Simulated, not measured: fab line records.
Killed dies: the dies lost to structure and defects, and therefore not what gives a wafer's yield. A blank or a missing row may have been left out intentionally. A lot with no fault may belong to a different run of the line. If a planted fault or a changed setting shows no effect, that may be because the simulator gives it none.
Matching of chambers -- flow n5_finfet -- N5_BEOL_M8_PECVD_70 on pecvd-04: 3 sister chambers
The step deposits SiO2 from TEOS/O2, target thk 20 nm, time 22.7 s. 3 wafers are shown with their chamber, then 8 later ones without.

WAFERS, EACH WITH ITS CHAMBER
wafer,chamber,throttle_valve_pct (%)
L086.4,2,20.0
L090.4,0,23.6
L089.1,1,22.4

WAFERS WHOSE CHAMBER IS MISSING
wafer,throttle_valve_pct (%)
L089.4,23.4
L089.6,22.2
L092.1,20.2
L092.4,23.4
L092.5,22.3
L095.3,23.5
L095.5,22.5
L095.6,20.0

THE CHAMBER EACH PASSED THROUGH
wafer,from the rows above,in truth
L089.4,0,0
L089.6,1,1
L092.1,2,2
L092.4,0,0
L092.5,1,1
L095.3,0,0
L095.5,1,1
L095.6,2,2
8 of 8 placed correctly. Number that these rows cannot place: 0. Wrongly placed: 0.
How it was worked out, from the rows above alone: a wafer's distance from a chamber is the root of the sum, over the readings, of the square of ((its reading less the chamber's mean) divided by the reading's scatter). The wafer belongs to the nearest chamber; if the next one is less than 2 further off, it can't be placed. A chamber's mean is the mean of its shown wafers. The scatter: with one shown wafer a chamber, the root of the mean of the squares of how far each hidden wafer lies from its nearest shown one.
